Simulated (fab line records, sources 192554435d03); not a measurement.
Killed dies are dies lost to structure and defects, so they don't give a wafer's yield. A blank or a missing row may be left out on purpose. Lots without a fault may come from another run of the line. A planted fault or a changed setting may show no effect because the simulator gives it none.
Which tool did it? | flow n5_finfet | 24 lots, 72 wafers sampled, at 6 steps of a route of 1938

WHAT THE GAUGES READ, wafer by wafer
N5_BEOL_M5_THK_MEAS_01.
lot  | measured     | on            | M5_ILD_THK (nm)
L074 | day 7 23:00  | film_metro-01 | 117.8 117.5 121.4
L075 | day 8 04:42  | film_metro-02 | 120.4 121.1 120.1
L076 | day 8 16:43  | film_metro-01 | 120.8 123.4 122.5
L077 | day 9 05:11  | film_metro-01 | 122.0 122.0 121.5
L079 | day 9 11:09  | film_metro-02 | 118.9 121.9 121.9
L080 | day 9 17:47  | film_metro-02 | 119.3 122.7 122.3
L078 | day 9 21:11  | film_metro-02 | 121.6 122.6 120.7
L081 | day 9 22:32  | film_metro-02 | 120.9 122.9 122.1
L082 | day 10 00:15 | film_metro-01 | 116.8 119.7 119.5
L085 | day 10 17:31 | film_metro-01 | 120.5 120.5 120.8
L084 | day 10 23:19 | film_metro-01 | 122.1 120.8 122.2
L083 | day 11 01:47 | film_metro-01 | 120.8 123.1 122.2
L087 | day 11 08:10 | film_metro-02 | 119.8 118.9 120.1
L086 | day 11 10:01 | film_metro-01 | 119.8 122.3 121.7
L088 | day 11 20:12 | film_metro-01 | 119.5 123.3 122.3
L090 | day 11 23:45 | film_metro-01 | 120.5 119.4 121.4
L091 | day 12 09:27 | film_metro-02 | 120.6 121.3 123.2
L089 | day 12 16:47 | film_metro-01 | 117.4 117.3 119.8
L092 | day 12 20:14 | film_metro-02 | 120.5 122.5 121.2
L093 | day 12 23:18 | film_metro-01 | 120.8 119.3 122.9
L094 | day 13 04:13 | film_metro-01 | 120.3 122.7 121.7
L095 | day 13 11:45 | film_metro-01 | 117.6 121.0 121.0
L096 | day 13 23:54 | film_metro-01 | 120.0 121.1 119.6
L097 | day 14 06:45 | film_metro-02 | 119.9 119.5 121.4

N5_BEOL_M5_CD_MEAS_11: target cd 27.74 nm.
lot  | measured     | on        | cd_nm (nm)
L074 | day 7 23:37  | cd_sem-03 | 28.06 27.99 27.80
L075 | day 8 08:15  | cd_sem-01 | 27.79 27.93 28.23
L076 | day 8 17:47  | cd_sem-03 | 28.43 27.76 27.81
L077 | day 9 06:00  | cd_sem-02 | 27.89 28.02 28.18
L079 | day 9 12:49  | cd_sem-01 | 28.10 27.94 27.81
L080 | day 9 19:19  | cd_sem-02 | 27.97 28.01 28.17
L078 | day 9 22:04  | cd_sem-02 | 27.95 27.95 28.10
L081 | day 10 00:13 | cd_sem-02 | 28.01 28.44 28.50
L082 | day 10 01:13 | cd_sem-02 | 27.77 27.76 27.91
L085 | day 10 18:17 | cd_sem-02 | 27.95 27.98 27.81
L084 | day 11 01:04 | cd_sem-02 | 27.97 28.17 27.72
L083 | day 11 04:08 | cd_sem-02 | 27.62 28.06 28.02
L087 | day 11 09:14 | cd_sem-03 | 27.70 27.77 27.36
L086 | day 11 12:46 | cd_sem-01 | 28.20 27.66 27.54
L088 | day 11 22:25 | cd_sem-02 | 27.68 27.62 27.73
L090 | day 12 01:23 | cd_sem-01 | 28.39 28.12 28.27
L091 | day 12 10:36 | cd_sem-01 | 28.06 28.24 28.20
L089 | day 12 18:26 | cd_sem-03 | 27.93 28.12 28.21
L092 | day 12 21:37 | cd_sem-03 | 27.65 28.00 27.68
L093 | day 13 01:58 | cd_sem-03 | 27.85 27.70 28.18
L094 | day 13 05:38 | cd_sem-01 | 28.28 28.35 28.34
L095 | day 13 14:56 | cd_sem-03 | 27.91 27.81 27.80
L096 | day 14 00:41 | cd_sem-02 | 27.91 27.44 28.06
L097 | day 14 07:45 | cd_sem-01 | 27.91 27.68 27.97

WHICH TOOL RAN EACH LOT (tool, then ch and the chambers of the sampled wafers, then the start)
lot  | N5_BEOL_M4_DESCUM_33               | N5_BEOL_M4_DEGAS_44          | N5_BEOL_M4_SPUTTER_92        | N5_BEOL_M4_PRE_CLEAN_60
L074 | rie_diel-05 ch 0,1,3, day 7 11:47  | pvd_sputter-03, day 7 17:04  | pvd_sputter-01, day 7 19:03  | cvd_co-02 ch 0,1, day 7 20:19
L075 | rie_diel-01 ch 1,2,3, day 7 22:12  | pvd_sputter-02, day 7 23:26  | pvd_sputter-02, day 8 01:38  | cvd_co-01 ch 0,1,2, day 8 02:53
L076 | rie_diel-05 ch 2,3, day 8 04:58    | pvd_sputter-01, day 8 11:43  | pvd_sputter-01, day 8 13:37  | cvd_co-02 ch 0,1, day 8 14:54
L077 | rie_diel-01 ch 1,2,3, day 8 16:20  | pvd_sputter-03, day 8 23:46  | pvd_sputter-02, day 9 02:06  | cvd_co-01 ch 0,1,2, day 9 03:23
L079 | rie_diel-02 ch 1,2,3, day 8 21:05  | pvd_sputter-02, day 8 23:47  | pvd_sputter-03, day 9 08:01  | cvd_co-02 ch 0,2, day 9 09:19
L080 | rie_diel-01 ch 0,2,3, day 9 01:54  | pvd_sputter-03, day 9 12:28  | pvd_sputter-03, day 9 14:42  | cvd_co-02 ch 0,2, day 9 15:58
L078 | rie_diel-01 ch 0,1, day 9 05:54    | pvd_sputter-01, day 9 15:38  | pvd_sputter-01, day 9 17:38  | cvd_co-02 ch 0,1,2, day 9 18:55
L081 | rie_diel-05 ch 0,2,3, day 9 13:34  | pvd_sputter-01, day 9 15:43  | pvd_sputter-01, day 9 19:28  | cvd_co-01 ch 0,1,2, day 9 20:44
L082 | rie_diel-02 ch 0,1,3, day 9 14:13  | pvd_sputter-03, day 9 19:02  | pvd_sputter-03, day 9 21:09  | cvd_co-02 ch 0,2, day 9 22:25
L085 | rie_diel-05 ch 1,2,3, day 10 06:44 | pvd_sputter-03, day 10 12:22 | pvd_sputter-03, day 10 14:26 | cvd_co-01 ch 0,1,2, day 10 15:42
L084 | rie_diel-02 ch 1,2, day 10 13:41   | pvd_sputter-01, day 10 18:20 | pvd_sputter-01, day 10 20:14 | cvd_co-01 ch 0,1, day 10 21:30
L083 | rie_diel-02 ch 1,2,3, day 10 17:56 | pvd_sputter-01, day 10 20:50 | pvd_sputter-03, day 10 22:43 | cvd_co-02 ch 1,2, day 10 23:58
L087 | rie_diel-01 ch 0,2,3, day 10 20:05 | pvd_sputter-02, day 11 01:19 | pvd_sputter-02, day 11 04:52 | cvd_co-01 ch 0,1, day 11 06:10
L086 | rie_diel-01 ch 0,2, day 10 23:31   | pvd_sputter-03, day 11 04:26 | pvd_sputter-01, day 11 06:26 | cvd_co-01 ch 0,1,2, day 11 07:42
L088 | rie_diel-02 ch 0,1,3, day 11 09:07 | pvd_sputter-01, day 11 12:52 | pvd_sputter-01, day 11 16:55 | cvd_co-02 ch 0,1, day 11 18:15
L090 | rie_diel-05 ch 0,2,3, day 11 10:31 | pvd_sputter-03, day 11 18:31 | pvd_sputter-02, day 11 20:38 | cvd_co-02 ch 0,2, day 11 21:53
L091 | rie_diel-01 ch 1,2, day 12 02:28   | pvd_sputter-02, day 12 04:25 | pvd_sputter-03, day 12 06:22 | cvd_co-01 ch 0,2, day 12 07:38
L089 | rie_diel-05 ch 0,1,2, day 12 05:30 | pvd_sputter-01, day 12 11:40 | pvd_sputter-01, day 12 13:37 | cvd_co-01 ch 0,2, day 12 14:58
L092 | rie_diel-01 ch 0,3, day 12 05:53   | pvd_sputter-02, day 12 15:05 | pvd_sputter-01, day 12 17:05 | cvd_co-01 ch 0,2, day 12 18:25
L093 | rie_diel-02 ch 1,2,3, day 12 06:37 | pvd_sputter-01, day 12 18:19 | pvd_sputter-01, day 12 20:13 | cvd_co-02 ch 0,1, day 12 21:29
L094 | rie_diel-02 ch 0,3, day 12 17:26   | pvd_sputter-02, day 12 21:34 | pvd_sputter-02, day 13 01:08 | cvd_co-01 ch 0,2, day 13 02:24
L095 | rie_diel-02 ch 2,3, day 13 02:23   | pvd_sputter-01, day 13 05:50 | pvd_sputter-02, day 13 08:37 | cvd_co-01 ch 0,2, day 13 09:54
L096 | rie_diel-01 ch 0,1,3, day 13 16:59 | pvd_sputter-02, day 13 18:49 | pvd_sputter-02, day 13 20:46 | cvd_co-02 ch 0,1, day 13 22:02
L097 | rie_diel-05 ch 0,1,2, day 13 17:58 | pvd_sputter-03, day 14 00:03 | pvd_sputter-01, day 14 03:11 | cvd_co-01 ch 0,1, day 14 04:27
- N5_BEOL_M4_DESCUM_33: chemistry O2, time 7 s.
- N5_BEOL_M4_DEGAS_44: time 60 s.
- N5_BEOL_M4_SPUTTER_92: material Cu, target thk 4.5 nm, time 8.29 s.
- N5_BEOL_M4_PRE_CLEAN_60: time 15 s.

WHAT THE TOOLS THEMSELVES READ (means of the sampled wafers that have a number; where no wafer has one, the mark that the record gives instead)
N5_BEOL_M4_DESCUM_33.
lot  | tool        | drypump_motor_current_A (A) | oes_product_au (a.u.) | rf_vpp_V (V) | showerhead_plenum_p_Torr (Torr) | throttle_valve_pct (%)
L074 | rie_diel-05 | 5.6                         | 0.70                  | 242.3        | 2.071                           | 20.60
L075 | rie_diel-01 | 5.4                         | 0.80                  | 242.6        | 2.065                           | 20.51
L076 | rie_diel-05 | 5.5                         | 0.72                  | 241.7        | 2.047                           | 20.74
L077 | rie_diel-01 | 5.4                         | 0.79                  | 242.9        | 2.062                           | 20.51
L079 | rie_diel-02 | 6.0                         | 0.74                  | 243.7        | 2.091                           | 20.47
L080 | rie_diel-01 | 5.7                         | 0.84                  | 242.0        | 2.055                           | 20.34
L078 | rie_diel-01 | 6.2                         | 0.81                  | 242.2        | 2.050                           | 20.21
L081 | rie_diel-05 | 5.4                         | 0.70                  | 242.0        | 2.043                           | 20.63
L082 | rie_diel-02 | 6.0                         | 0.74                  | 243.4        | 2.072                           | 20.37
L085 | rie_diel-05 | 5.6                         | 0.79                  | 241.7        | 2.037                           | 20.51
L084 | rie_diel-02 | 6.0                         | 0.72                  | 242.2        | 2.078                           | 20.64
L083 | rie_diel-02 | 6.1                         | 0.73                  | 242.8        | 2.087                           | 20.49
L087 | rie_diel-01 | 5.7                         | 0.82                  | 241.8        | 2.049                           | 20.37
L086 | rie_diel-01 | 6.2                         | 0.86                  | 242.2        | 2.040                           | 20.18
L088 | rie_diel-02 | 5.9                         | 0.74                  | 243.2        | 2.067                           | 20.38
L090 | rie_diel-05 | 5.3                         | 0.79                  | 241.9        | 2.038                           | 20.52
L091 | rie_diel-01 | 5.7                         | 0.96                  | 242.2        | 2.053                           | 20.30
L089 | rie_diel-05 | 5.4                         | 0.85                  | 241.6        | 2.033                           | 20.27
L092 | rie_diel-01 | 5.4                         | 0.74                  | 242.7        | 2.050                           | 20.44
L093 | rie_diel-02 | 6.0                         | 0.72                  | 242.0        | 2.082                           | 20.51
L094 | rie_diel-02 | 5.9                         | 0.74                  | 242.9        | 2.066                           | 20.42
L095 | rie_diel-02 | 6.1                         | 0.72                  | 242.9        | 2.083                           | 20.53
L096 | rie_diel-01 | 5.7                         | 0.81                  | 242.9        | 2.045                           | 20.33
L097 | rie_diel-05 | 5.4                         | 0.83                  | 242.4        | 2.029                           | 20.29

N5_BEOL_M4_DEGAS_44.
lot  | tool           | heater_power_w (W)
L074 | pvd_sputter-03 | 336
L075 | pvd_sputter-02 | 345
L076 | pvd_sputter-01 | 360
L077 | pvd_sputter-03 | 350
L079 | pvd_sputter-02 | 323
L080 | pvd_sputter-03 | 347
L078 | pvd_sputter-01 | 321
L081 | pvd_sputter-01 | 315
L082 | pvd_sputter-03 | 324
L085 | pvd_sputter-03 | 343
L084 | pvd_sputter-01 | 320
L083 | pvd_sputter-01 | 358
L087 | pvd_sputter-02 | 342
L086 | pvd_sputter-03 | 357
L088 | pvd_sputter-01 | 362
L090 | pvd_sputter-03 | 336
L091 | pvd_sputter-02 | 349
L089 | pvd_sputter-01 | 343
L092 | pvd_sputter-02 | 368
L093 | pvd_sputter-01 | 317
L094 | pvd_sputter-02 | 318
L095 | pvd_sputter-01 | 360
L096 | pvd_sputter-02 | 347
L097 | pvd_sputter-03 | 331

N5_BEOL_M4_SPUTTER_92.
lot  | tool           | throttle_valve_pct (%)
L074 | pvd_sputter-01 | 30.4
L075 | pvd_sputter-02 | 30.8
L076 | pvd_sputter-01 | 30.6
L077 | pvd_sputter-02 | 30.8
L079 | pvd_sputter-03 | 30.4
L080 | pvd_sputter-03 | 30.2
L078 | pvd_sputter-01 | 30.4
L081 | pvd_sputter-01 | 30.3
L082 | pvd_sputter-03 | 30.5
L085 | pvd_sputter-03 | 30.2
L084 | pvd_sputter-01 | 30.5
L083 | pvd_sputter-03 | 30.0
L087 | pvd_sputter-02 | 30.7
L086 | pvd_sputter-01 | 30.3
L088 | pvd_sputter-01 | 29.8
L090 | pvd_sputter-02 | 30.9
L091 | pvd_sputter-03 | 30.3
L089 | pvd_sputter-01 | 30.4
L092 | pvd_sputter-01 | 30.3
L093 | pvd_sputter-01 | 30.3
L094 | pvd_sputter-02 | 30.6
L095 | pvd_sputter-02 | 30.7
L096 | pvd_sputter-02 | 30.6
L097 | pvd_sputter-01 | 30.0

N5_BEOL_M4_PRE_CLEAN_60.
lot  | tool      | heater_power_w (W)
L074 | cvd_co-02 | 97
L075 | cvd_co-01 | 87
L076 | cvd_co-02 | 95
L077 | cvd_co-01 | 88
L079 | cvd_co-02 | 90
L080 | cvd_co-02 | 86
L078 | cvd_co-02 | 93
L081 | cvd_co-01 | 87
L082 | cvd_co-02 | 87
L085 | cvd_co-01 | 87
L084 | cvd_co-01 | 80
L083 | cvd_co-02 | 89
L087 | cvd_co-01 | 79
L086 | cvd_co-01 | 87
L088 | cvd_co-02 | 95
L090 | cvd_co-02 | 89
L091 | cvd_co-01 | 83
L089 | cvd_co-01 | 97
L092 | cvd_co-01 | 83
L093 | cvd_co-02 | 94
L094 | cvd_co-01 | 96
L095 | cvd_co-01 | 96
L096 | cvd_co-02 | 98
L097 | cvd_co-01 | 79

THE ANSWER, worked out from the rows above alone
Rule: what is usual is taken from the lots themselves. Put in order of their means at a reading, lots are off if they are a third of the lots or fewer, leave a main group of 4 or more, and stand apart from it by a gap of 3 or more times the standard deviation of the main group's means; of several such gaps the widest counts. A main group whose means are all the same, to the digits that the tables above print for the reading, isn't used. A lot without any number at a reading at which 4 lots or more have one is off too. The other lots that the step has rows for count as sound. The gauges are gone through in route order, then the tools' own readings, and for those a lot's mean is taken as printed above. The first step at which some lot is off is used, and at that step the reading that is off furthest; a lot without a number counts as furthest.
No lot is off at any reading shown: from this, nothing can be told.

WHAT THE SIMULATOR HAD PUT IN
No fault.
